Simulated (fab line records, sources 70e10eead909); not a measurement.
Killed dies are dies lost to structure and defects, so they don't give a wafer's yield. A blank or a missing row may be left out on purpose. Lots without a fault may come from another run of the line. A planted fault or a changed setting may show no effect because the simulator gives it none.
Problem report in the 8D (eight disciplines) form, filled by code | flow nand_harc | the parts of the form that need people (team, actions taken, sign-off) are left out

1. THE PROBLEM
oes_product_au at NHARC_P_M1_ETCH_28 reads a mean of 0.857 a.u. on 2 wafers of 2 lots; wafers without a fault read 0.998 a.u. with a standard deviation of 0.01. That is -14 standard deviations from the usual mean.
The step: etches the open film in CF4/N2, target depth 30 nm, time 72.99 s.
First seen on wafer L162.5, day 12 09:51, on rie_diel-04. The record holds 33 wafers of 11 lots with a number at this step. Rule for "out", or "out of limits": more than 4 standard deviations from the usual mean. The other wafers with a number count as sound.

2. WHAT IT IS AND WHAT IT IS NOT
question                    | is                | is not
which readings at this step | oes_product_au    | bias_w, drypump_motor_current_A, rf_vpp_V, showerhead_plenum_p_Torr, throttle_valve_pct
which lots                  | L162, L163        | L148, L150, L152, L153, L154, L157, L161, L164, L165
which wafers of those lots  | L162.5, L163.5    | L162.2, L162.4, L163.1, L163.4
read on which tools         | rie_diel-04       | rie_diel-07, rie_diel-13
when                        | from day 12 09:51 | up to then (20 sound wafers); but 11 sound wafers of L161, L163, L164, L165 came after

3. SUSPECTS, AND WHAT RULES EACH OUT
Counting: a tool at a process step up to the reading stays a suspect if it ran every lot that is out. Sound lots after the first of them don't rule it out here, since some wafers of a struck lot are sound.
- rie_diel-07 at NHARC_P_M1_ETCH_35 (etches the open film in N2/H2, target depth 40 nm, overetch 12 nm, time 43.94 s): kept. It ran every lot that is out, first L162 (day 12 09:19); its last sound lot up to then is L148 (day 6 15:19).
- rie_diel-04 at NHARC_P_M1_ETCH_28 (etches the open film in CF4/N2, target depth 30 nm, time 72.99 s): kept. It ran every lot that is out, first L162 (day 12 09:51); its last sound lot up to then is L152 (day 8 06:43). Its own readings are out on those wafers: oes_product_au.
Left after counting: rie_diel-07 at NHARC_P_M1_ETCH_35, rie_diel-04 at NHARC_P_M1_ETCH_28.

4. THE CAUSE (what the simulator had put in)
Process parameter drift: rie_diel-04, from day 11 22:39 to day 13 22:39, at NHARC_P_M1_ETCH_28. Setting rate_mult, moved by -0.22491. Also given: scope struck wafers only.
Counting left 2 suspects, and this tool is among them.

5. THE CHAIN OF EFFECTS, in route order
Each row: a reading whose mean over the struck wafers that have a number lies more than 3 standard deviations from the usual. Only readings for which the record gives a usual standard deviation are gone through. hours: the time from each lot's start at the first step in this table that gives one to its start at this step, as a median over the lots. sigmas: the change in usual standard deviations.
hours | step               | reading        | usual      | on struck wafers | change | sigmas
0     | NHARC_P_M1_ETCH_28 | oes_product_au | 0.998 a.u. | 0.857            | -0.141 | -14
The process steps in it:
- NHARC_P_M1_ETCH_28: etches the open film in CF4/N2, target depth 30 nm, time 72.99 s.
Later measuring or inspecting steps at which every struck wafer that the step has a row for has a number for every such reading, and none has moved that far: NHARC_P_M1_INSPECT_27, NHARC_END_SORT_01.

6. WHAT WOULD HAVE CAUGHT IT SOONER
In this record the first reading out of limits was taken at day 12 09:51, 11 hours after the fault began at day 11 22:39.
